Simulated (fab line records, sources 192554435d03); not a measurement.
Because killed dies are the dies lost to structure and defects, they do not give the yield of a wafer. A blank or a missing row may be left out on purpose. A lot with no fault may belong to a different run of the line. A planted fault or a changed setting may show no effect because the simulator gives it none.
Struck lot and sound lot, side by side || flow n5 finfet || 39 out of 1938 route steps
Sound: wafers L215.1, L215.3, L215.6. Struck: wafers L225.1, L225.2, L225.4. The cause is named last.
Per side, at each step with rows, come the tool, then ch with its chambers, and then its first start. Under that, the readings that differ: sound wafers || struck wafers || difference of the means || sigmas: that difference in standard deviations of wafers without a fault.
alike: a reading whose means differ by less than 2 such deviations, as well as words and numbers matching on both sides. not compared: withheld readings; readings where some wafer has no value; bounds like >300 that might hide an equal value; numbers whose values overlap and for which the record gives no deviation.
A row with sigmas, a row that says differs or no value, or rows on one side alone: a step with any of these is where the two part. Numbers that have no deviation but don't overlap get no sigmas and don't part them. A reading missing from all wafers of one side parts the sides only when that side holds two or more wafers.

first, 10 steps without rows for these wafers: N5_FIN_SAQP_DESCUM_21 (chemistry O2, time 7.9 s); N5_FIN_SAQP_ETCH_51 (etches SiARC in CF4, target depth 45.5 nm, time 75.8 s); N5_FIN_SAQP_ETCH_52 (etches SOC in N2/H2, target depth 100 nm, overetch 20 nm, time 150 s); N5_FIN_SAQP_STRIP_53 (strips in N2/H2); N5_FIN_SAQP_HM_OPEN_73 (chemistry CHF3/O2, target SiO2, stops on a-Si, target depth 12 nm, time 16.8 s); N5_FIN_SAQP_STRIP_74 (strips in CHF3/O2); N5_FIN_SAQP_MANDREL_ETCH_22 (etches a-Si in HBr/Cl2, stops on SiNx, target depth 60 nm, bt time 10 s, time 30 s); N5_FIN_SAQP_STRIP_55 (strips in N2/H2); N5_FIN_SAQP_STRIP_23 (strips in SPM, time 750 s); N5_FIN_SAQP_SRD_66 (time 30 s).
N5_FIN_SAQP_RECESS_75: chemistry HF/NH3, target SiO2, target depth 14.4 nm, afs cycles 3, sublimation time 60 s.
  sound on vapor etch-01 ch 1, day 2 17:07; struck on vapor etch-01 ch 0,1, day 5 05:18
  alike: drypump motor current A
then, 23 steps without rows for these wafers: N5_FIN_SAQP_SPACER1_ALD_24 (deposits SiO2, target thk 20.3 nm, pulse time 1 s, purge time 2 s); N5_FIN_SAQP_SPACER1_ETCHBACK_25 (etches SiO2 in CHF3/O2, target depth 24.4 nm, time 12.2 s); N5_FIN_SAQP_MANDREL1_REMOVE_56 (chemistry HBr/Cl2/O2, target a-Si, stops on SiNx, bt time 10 s); N5_FIN_SAQP_ETCH_57 (etches SiNx in CH3F/O2, target depth 32.5 nm, time 46.4 s); N5_FIN_SAQP_ETCH_65 (etches SiO2 in CF4, target depth 4 nm, time 4.4 s); N5_FIN_SAQP_MANDREL_ETCH_58 (etches a-Si in HBr/Cl2, stops on SiNx, target depth 45 nm, bt time 10 s, time 27 s); N5_FIN_SAQP_RECESS_63 (chemistry HF/NH3, target SiO2, target depth 18 nm, afs cycles 3, sublimation time 60 s); N5_FIN_SAQP_COAT_68 (time 60 s, resist thk 100 nm); N5_FIN_SAQP_ETCH_69 (etches SOC in N2/H2, stops on SiNx, target depth 150 nm); N5_FIN_SAQP_ETCH_67 (etches SiNx in CH3F/O2, target depth 30 nm); N5_FIN_SAQP_STRIP_70 (strips in N2/H2); N5_FIN_SAQP_RECESS_71 (chemistry HF/NH3, target SiO2, target depth 3 nm, afs cycles 1, sublimation time 60 s); N5_FIN_SAQP_SPACER2_ALD_28 (deposits SiO2, target thk 8.1 nm, pulse time 1 s, purge time 2 s); N5_FIN_SAQP_SPACER2_ETCHBACK_29 (etches SiO2 in CHF3/O2, target depth 12.2 nm, time 6.1 s); N5_FIN_SAQP_MANDREL2_REMOVE_60 (chemistry HBr/Cl2/O2, target a-Si, stops on SiNx, bt time 10 s); N5_FIN_SAQP_HM_OPEN_33 (chemistry CH3F/O2, target SiNx, target depth 49.4 nm, time 70.6 s); N5_FIN_SAQP_ETCH_34 (etches SiO2 in C4F6/O2, target depth 45 nm, time 15 s); N5_FIN_SAQP_STRIP_77 (strips in N2/H2, time 90 s); N5_FIN_SAQP_ETCH_64 (etches SiO2 in CF4, target depth 1.5 nm); N5_FIN_SAQP_FIN_ETCH_36 (etches the open film in HBr/Cl2/O2, target depth 120 nm, time 50.4 s); N5_FIN_SAQP_PRECLEAN_38 (cleans in O3/DIW, time 45 s); N5_FIN_SAQP_PRECLEAN_45 (cleans in dHF, time 10 s); N5_FIN_SAQP_SRD_39 (time 30 s).
N5_FIN_SAQP_INSPECT_40: inspects for defects (brightfield).
  sound: defect inspect-01 at day 2 21:39; struck: defect inspect-01 at day 5 08:47
{"reading": "raw defect count", "sound": "210 174 316", "struck": "387 500 374", "difference": "+187", "sigmas": "+3"}
N5_FIN_CUT_INSPECT_10: inspects for defects (brightfield).
  sound: defect inspect-01 at day 2 22:13; struck: defect inspect-02 at day 5 09:10
{"reading": "raw defect count", "sound": "36 37 41", "struck": "266 321 270", "difference": "+248", "sigmas": "+21"}
N5_FIN_CUT_INSPECT_17: inspects for defects (brightfield).
  sound: defect inspect-02 at day 3 00:03; struck: defect inspect-01 at day 5 10:07
{"reading": "raw defect count", "sound": "220 190 335", "struck": "382 507 387", "difference": "+177", "sigmas": "+3"}
-- the record jumps here: 6 days lie between the struck wafers' starts before and after (it left off in module FIN_CUT and takes up again in module BEOL_M4, whose first step shown is number 1111 of the route) --
N5_BEOL_M4_RC_MEAS_101:
  sound on prober-02 ch 0, day 8 21:07; struck on prober-01 ch 0, day 11 16:17
{"reading": "DIBL_N (mV/V)", "sound": "39.8 36.3 36.0", "struck": "35.1 33.0 34.9", "difference": -3.0, "sigmas": -2}
  alike: DIBL_P, IOFF_N, IOFF_P, ION_N, ION_P, SS_N, SS_P, VT_N, VT_P
-- a jump in the record: the struck wafers' starts before and after are 4 days apart (it breaks off in module BEOL_M4 and resumes in module PASSIVATION, where the first step shown is number 1936 of the route) --
N5_PASSIVATION_PROBE_49:
  rows exist in the record for the struck wafers here (prober-01, day 16 04:10), but not for the sound ones

## WHERE THEY PART
At N5_FIN_SAQP_INSPECT_40 first; at N5_PASSIVATION_PROBE_49 last (within this record only).

WHY: what the simulator had put in
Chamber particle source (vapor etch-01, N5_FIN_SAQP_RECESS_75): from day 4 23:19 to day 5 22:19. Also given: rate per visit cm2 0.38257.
